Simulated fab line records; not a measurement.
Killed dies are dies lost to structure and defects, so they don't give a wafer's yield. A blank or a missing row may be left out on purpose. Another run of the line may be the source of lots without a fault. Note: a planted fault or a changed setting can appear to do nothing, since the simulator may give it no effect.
Which tool is to blame? + flow nand harc + 14 lots, 42 wafers sampled, at 4 steps of a route of 1302

## WHAT THE GAUGES SHOWED, per wafer
NHARC_A_SOURCE_PLATE_THK_MEAS_06: measures by ellipsometry.
| lot  | measured     | on            | thk nm (nm)       |
|------|--------------|---------------|-------------------|
| L254 | day 7 13:36  | film metro-01 | 200.8 196.6 200.2 |
| L255 | day 8 01:14  | film metro-01 | 199.2 197.5 198.4 |
| L257 | day 9 00:52  | film metro-02 | 203.5 202.0 203.3 |
| L258 | day 9 08:14  | film metro-01 | 201.2 199.5 201.7 |
| L259 | day 9 19:14  | film metro-02 | 196.5 197.0 199.3 |
| L260 | day 10 05:23 | film metro-02 | 198.6 198.9 200.2 |
| L261 | day 10 20:17 | film metro-01 | 200.6 202.6 200.2 |
| L262 | day 11 02:47 | film metro-01 | 199.6 201.9 198.8 |
| L264 | day 12 01:05 | film metro-01 | 204.1 201.9 201.9 |
| L265 | day 12 05:54 | film metro-01 | 199.8 198.8 198.8 |
| L269 | day 14 03:22 | film metro-01 | 198.1 199.5 199.0 |
| L270 | day 14 21:56 | film metro-01 | 200.4 201.3 199.5 |
| L275 | day 16 01:37 | film metro-01 | 197.2 197.1 195.9 |
| L277 | day 17 09:11 | film metro-01 | 202.4 202.0 200.8 |

NHARC_A_ONON_D1_THK_MEAS_21: measures by ellipsometry.
| lot  | measured     | on            | thk nm (nm)    |
|------|--------------|---------------|----------------|
| L254 | day 8 02:55  | film metro-02 | 1003 1004 1003 |
| L255 | day 8 12:31  | film metro-01 | 984 981 982    |
| L257 | day 9 11:56  | film metro-02 | 1008 1009 1010 |
| L258 | day 9 21:17  | film metro-01 | 992 992 992    |
| L259 | day 10 15:12 | film metro-02 | 991 993 992    |
| L260 | day 10 15:13 | film metro-01 | 1007 1007 1009 |
| L261 | day 11 07:30 | film metro-01 | 990 989 990    |
| L262 | day 11 14:35 | film metro-01 | 998 997 999    |
| L264 | day 12 15:32 | film metro-01 | 1002 1001 1002 |
| L265 | day 12 15:32 | film metro-01 | 999 999 1000   |
| L269 | day 14 14:34 | film metro-01 | 1014 935 1014  |
| L270 | day 15 09:11 | film metro-01 | 1018 935 1018  |
| L275 | day 16 13:17 | film metro-02 | 1003 1004 1003 |
| L277 | day 17 20:22 | film metro-02 | 998 998 997    |

## WHICH TOOL RAN EACH LOT (tool, then ch and the chambers of the sampled wafers, then the start)
| lot  | NHARC_A_ZERO_WELL_RTA_16         | NHARC_A_ONON_D1_DEP_19           |
|------|----------------------------------|----------------------------------|
| L254 | rtp anneal-01 ch 0, day 6 17:23  | pecvd onon-03 ch 0, day 8 02:25  |
| L255 | rtp anneal-01 ch 0, day 7 05:13  | pecvd onon-04 ch 0, day 8 12:04  |
| L257 | rtp anneal-02 ch 0, day 8 04:29  | pecvd onon-03 ch 0, day 9 11:26  |
| L258 | rtp anneal-02 ch 0, day 8 09:38  | pecvd onon-03 ch 0, day 9 20:50  |
| L259 | rtp anneal-01 ch 0, day 8 21:47  | pecvd onon-04 ch 0, day 10 14:44 |
| L260 | rtp anneal-02 ch 0, day 9 07:10  | pecvd onon-01 ch 0, day 10 14:41 |
| L261 | rtp anneal-02 ch 0, day 9 18:14  | pecvd onon-01 ch 0, day 11 07:00 |
| L262 | rtp anneal-02 ch 0, day 10 06:05 | pecvd onon-04 ch 0, day 11 14:04 |
| L264 | rtp anneal-01 ch 0, day 11 03:53 | pecvd onon-04 ch 0, day 12 15:02 |
| L265 | rtp anneal-02 ch 0, day 11 10:04 | pecvd onon-03 ch 0, day 12 15:05 |
| L269 | rtp anneal-02 ch 0, day 13 06:33 | pecvd onon-04 ch 0, day 14 14:04 |
| L270 | rtp anneal-02 ch 0, day 14 02:52 | pecvd onon-04 ch 0, day 15 08:51 |
| L275 | rtp anneal-01 ch 0, day 15 06:04 | pecvd onon-03 ch 0, day 16 12:46 |
| L277 | rtp anneal-02 ch 0, day 16 07:46 | pecvd onon-03 ch 0, day 17 19:52 |
- NHARC_A_ZERO_WELL_RTA_16: time 10 s.
- NHARC_A_ONON_D1_DEP_19: target thk 1000 nm.

## WHAT THE TOOLS THEMSELVES READ (means of the sampled wafers that have a number; where no wafer has one, the mark that the record gives instead)
NHARC_A_ZERO_WELL_RTA_16.
| lot  | tool          | lamp power pct (%) | wafer_temp_C_max |
|------|---------------|--------------------|------------------|
| L254 | rtp anneal-01 | 31.5               | 1004.5           |
| L255 | rtp anneal-01 | 31.6               | 1004.9           |
| L257 | rtp anneal-02 | 32.3               | 1003.8           |
| L258 | rtp anneal-02 | 32.3               | 1004.7           |
| L259 | rtp anneal-01 | 31.6               | 1004.6           |
| L260 | rtp anneal-02 | 32.3               | 1003.7           |
| L261 | rtp anneal-02 | 32.4               | 1004.2           |
| L262 | rtp anneal-02 | 32.4               | 1004.4           |
| L264 | rtp anneal-01 | 31.6               | 1003.7           |
| L265 | rtp anneal-02 | 32.3               | 1003.9           |
| L269 | rtp anneal-02 | 32.3               | 1004.7           |
| L270 | rtp anneal-02 | 32.3               | 1003.8           |
| L275 | rtp anneal-01 | 31.5               | 1004.7           |
| L277 | rtp anneal-02 | 32.4               | 1004.7           |

NHARC_A_ONON_D1_DEP_19.
| lot  | tool          | n2 flow sccm (sccm) |
|------|---------------|---------------------|
| L254 | pecvd onon-03 | 2760                |
| L255 | pecvd onon-04 | 2756                |
| L257 | pecvd onon-03 | 2739                |
| L258 | pecvd onon-03 | 2755                |
| L259 | pecvd onon-04 | 2739                |
| L260 | pecvd onon-01 | 2755                |
| L261 | pecvd onon-01 | 2741                |
| L262 | pecvd onon-04 | 2746                |
| L264 | pecvd onon-04 | 2749                |
| L265 | pecvd onon-03 | 2754                |
| L269 | pecvd onon-04 | 2760                |
| L270 | pecvd onon-04 | 2750                |
| L275 | pecvd onon-03 | 2749                |
| L277 | pecvd onon-03 | 2746                |

## THE ANSWER, worked out from the rows above alone
Rule: the lots themselves supply what counts as usual. The widest of any qualifying gaps counts: lots, ordered by their means at a reading, are off when they make up no more than a third of the lots, leave a main group of 4 or more, and stand apart from it by 3 or more times the standard deviation of that group's means. Not used: any main group whose means are identical at the precision the tables above print for the reading. A lot without any number at a reading at which 4 lots or more have one is off too. Where the step has rows for the other lots, those lots are counted as sound. First the gauges in route order, then the tools' own readings, where a lot's mean is used as printed above. At the first step where some lot is off, the reading lying furthest off is the one used; lots without a number count as furthest.
No lot is off on any of the readings shown, so nothing can be concluded from this.

## WHAT THE SIMULATOR PUT IN
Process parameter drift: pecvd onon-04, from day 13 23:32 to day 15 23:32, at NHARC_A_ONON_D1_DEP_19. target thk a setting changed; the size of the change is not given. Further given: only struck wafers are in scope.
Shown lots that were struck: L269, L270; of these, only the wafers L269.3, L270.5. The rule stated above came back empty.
